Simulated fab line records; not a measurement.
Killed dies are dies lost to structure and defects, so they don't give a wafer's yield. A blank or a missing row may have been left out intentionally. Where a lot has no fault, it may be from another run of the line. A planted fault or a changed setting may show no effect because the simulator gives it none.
What tool caused it? | flow n5Finfet | 15 lots with 45 wafers sampled at 4 steps, on a route of 1938 steps

== WHAT EACH GAUGE READ, for each wafer ==
The record holds no reading of a measuring or inspecting step that can be judged against a usual standard deviation.

== TOOL THAT RAN EACH LOT (tool first, then ch and the chambers of the sampled wafers, then the start) ==
lot  | N5_MIM_TOP_ALD_00               | N5_MIM_TOP_ALD_01                          | N5_MIM_TOP_ALD_02                          | N5_MIM_TOP_LITHO_DEVELOP_07
L998 | aldHk-02 ch 1,3, day 14 18:22   | aldHk-02 ch 1,3, day 14 19:53 or earlier   | aldHk-02 ch 1,3, day 14 19:53 or earlier   | lithoTrack-02 ch 0, day 14 19:53
L997 | aldHk-01 ch 0,1,3, day 14 19:02 | aldHk-01 ch 0,1,3, day 14 20:27 or earlier | aldHk-01 ch 0,1,3, day 14 20:27 or earlier | lithoTrack-02 ch 0, day 14 20:27
L102 | aldHk-02 ch 0,1, day 15 20:50   | aldHk-02 ch 0,1, day 15 21:58 or earlier   | aldHk-02 ch 0,1, day 15 21:58 or earlier   | lithoTrack-03, day 15 21:58
L104 | aldHk-02 ch 0,1,2, day 16 15:17 | aldHk-02 ch 0,1,2, day 16 16:26 or earlier | aldHk-02 ch 0,1,2, day 16 16:26 or earlier | lithoTrack-05, day 16 16:26
L107 | aldHk-01 ch 0,2,3, day 16 19:44 | aldHk-01 ch 0,2,3, day 16 20:42 or earlier | aldHk-01 ch 0,2,3, day 16 20:42 or earlier | lithoTrack-02, day 16 20:42
L108 | aldHk-01 ch 0,1,3, day 18 02:14 | aldHk-01 ch 0,1,3, day 18 03:24 or earlier | aldHk-01 ch 0,1,3, day 18 03:24 or earlier | lithoTrack-05 ch 0, day 18 03:24
L111 | aldHk-01 ch 0,1,3, day 18 06:18 | aldHk-01 ch 0,1,3, day 18 07:30 or earlier | aldHk-01 ch 0,1,3, day 18 07:30 or earlier | lithoTrack-03 ch 0, day 18 07:30
L112 | aldHk-03 ch 0,1,3, day 18 22:56 | aldHk-03 ch 0,1,3, day 19 00:44 or earlier | aldHk-03 ch 0,1,3, day 19 00:44 or earlier | lithoTrack-02 ch 0, day 19 00:44
L113 | aldHk-01 ch 0,1,2, day 18 23:04 | aldHk-01 ch 0,1,2, day 19 01:53 or earlier | aldHk-01 ch 0,1,2, day 19 01:53 or earlier | lithoTrack-05 ch 0, day 19 01:53
L114 | aldHk-01 ch 0,2,3, day 19 06:02 | aldHk-01 ch 0,2,3, day 19 07:16 or earlier | aldHk-01 ch 0,2,3, day 19 07:16 or earlier | lithoTrack-02 ch 0, day 19 07:16
L118 | aldHk-02 ch 0,1,2, day 19 11:14 | aldHk-02 ch 0,1,2, day 19 12:50 or earlier | aldHk-02 ch 0,1,2, day 19 12:50 or earlier | lithoTrack-02 ch 0, day 19 12:50
L109 | aldHk-01 ch 0,1, day 19 11:26   | aldHk-01 ch 0,1, day 19 12:59 or earlier   | aldHk-01 ch 0,1, day 19 12:59 or earlier   | lithoTrack-02 ch 0, day 19 12:59
L117 | aldHk-02 ch 1,3, day 20 01:59   | aldHk-02 ch 1,3, day 20 03:22 or earlier   | aldHk-02 ch 1,3, day 20 03:22 or earlier   | lithoTrack-03 ch 0, day 20 03:22
L120 | aldHk-01 ch 0,1,3, day 20 10:01 | aldHk-01 ch 0,1,3, day 20 13:16 or earlier | aldHk-01 ch 0,1,3, day 20 13:16 or earlier | lithoTrack-03 ch 0, day 20 13:16
L119 | aldHk-02 ch 0,2, day 20 17:25   | aldHk-02 ch 0,2, day 20 18:38 or earlier   | aldHk-02 ch 0,2, day 20 18:38 or earlier   | lithoTrack-05 ch 0, day 20 18:38
- N5_MIM_TOP_ALD_00: deposits Al2O3, purge time 3 s, co reactant pulse time 3 s.
- N5_MIM_TOP_ALD_01: deposits HfO2, target thk 5.6 nm, pulse time 1 s, purge time 3 s.
- N5_MIM_TOP_ALD_02: deposits Al2O3, purge time 3 s, co reactant pulse time 3 s.
- N5_MIM_TOP_LITHO_DEVELOP_07: develop time 60 s.

== WHAT THE TOOLS THEMSELVES READ (means of the sampled wafers that have a number; where no wafer has one, the mark that the record gives instead) ==
N5_MIM_TOP_ALD_00.
lot  | tool     | precursorPulseHeightRel
L998 | aldHk-02 | 0.991
L997 | aldHk-01 | 0.998
L102 | aldHk-02 | 1.011
L104 | aldHk-02 | 0.989
L107 | aldHk-01 | 1.012
L108 | aldHk-01 | 0.981
L111 | aldHk-01 | 0.995
L112 | aldHk-03 | 0.991
L113 | aldHk-01 | 1.017
L114 | aldHk-01 | 1.014
L118 | aldHk-02 | 0.996
L109 | aldHk-01 | 0.988
L117 | aldHk-02 | 0.990
L120 | aldHk-01 | 1.010
L119 | aldHk-02 | 1.018

N5_MIM_TOP_ALD_01.
lot  | tool     | precursorPulseHeightRel
L998 | aldHk-02 | 0.994
L997 | aldHk-01 | 1.007
L102 | aldHk-02 | 0.975
L104 | aldHk-02 | 0.991
L107 | aldHk-01 | 1.007
L108 | aldHk-01 | 0.996
L111 | aldHk-01 | 1.001
L112 | aldHk-03 | 0.997
L113 | aldHk-01 | 1.001
L114 | aldHk-01 | 1.006
L118 | aldHk-02 | 1.027
L109 | aldHk-01 | 1.003
L117 | aldHk-02 | 1.022
L120 | aldHk-01 | 1.008
L119 | aldHk-02 | 1.014

N5_MIM_TOP_ALD_02.
lot  | tool     | precursorPulseHeightRel
L998 | aldHk-02 | 1.005
L997 | aldHk-01 | 1.001
L102 | aldHk-02 | 0.976
L104 | aldHk-02 | 0.999
L107 | aldHk-01 | 0.990
L108 | aldHk-01 | 1.007
L111 | aldHk-01 | 0.999
L112 | aldHk-03 | 0.990
L113 | aldHk-01 | 0.996
L114 | aldHk-01 | 1.023
L118 | aldHk-02 | 1.007
L109 | aldHk-01 | 0.998
L117 | aldHk-02 | 1.004
L120 | aldHk-01 | 0.995
L119 | aldHk-02 | 1.013

N5_MIM_TOP_LITHO_DEVELOP_07.
lot  | tool          | chillPlateTempC (C)
L998 | lithoTrack-02 | 23.01
L997 | lithoTrack-02 | 23.02
L102 | lithoTrack-03 | -
L104 | lithoTrack-05 | -
L107 | lithoTrack-02 | -
L108 | lithoTrack-05 | 22.93
L111 | lithoTrack-03 | 23.06
L112 | lithoTrack-02 | 23.14
L113 | lithoTrack-05 | 23.04
L114 | lithoTrack-02 | 23.05
L118 | lithoTrack-02 | 22.98
L109 | lithoTrack-02 | 23.10
L117 | lithoTrack-03 | 23.04
L120 | lithoTrack-03 | 22.88
L119 | lithoTrack-05 | 23.00

== THE ANSWER, worked out from the rows above alone ==
Rule: the lots themselves supply what counts as usual. Put in order of their means at a reading, lots are off if they are a third of the lots or fewer, leave a main group of 4 or more, and stand apart from it by a gap of 3 or more times the standard deviation of the main group's means; of several such gaps the widest counts. A main group whose means are all the same, to the digits that the tables above print for the reading, isn't used. Also off: a lot with no number at a reading for which 4 or more lots have one. All remaining lots with rows at the step are treated as sound. The gauges are gone through in route order, then the tools' own readings, and for those a lot's mean is taken as printed above. At the first step where some lot is off, the reading lying furthest off is the one used; lots without a number count as furthest.
Off: L102, L104, L107, at N5_MIM_TOP_LITHO_DEVELOP_07 (chillPlateTempC). Without a number there: L102, L104, L107. Mean 23.02 C and standard deviation 0.067 in the main group.
A tool fits if, at that step or a process step before it, it ran every lot that is off, and no sound lot after the first of them. Because N5_MIM_TOP_ALD_01 lacks a start for some lots, the hours and order of its lots are taken from N5_MIM_TOP_LITHO_DEVELOP_07. Because N5_MIM_TOP_ALD_02 lacks a start for some lots, the hours and order of its lots are taken from N5_MIM_TOP_LITHO_DEVELOP_07. No candidate that was tried fits.

== WHAT WAS PUT IN BY THE SIMULATOR ==
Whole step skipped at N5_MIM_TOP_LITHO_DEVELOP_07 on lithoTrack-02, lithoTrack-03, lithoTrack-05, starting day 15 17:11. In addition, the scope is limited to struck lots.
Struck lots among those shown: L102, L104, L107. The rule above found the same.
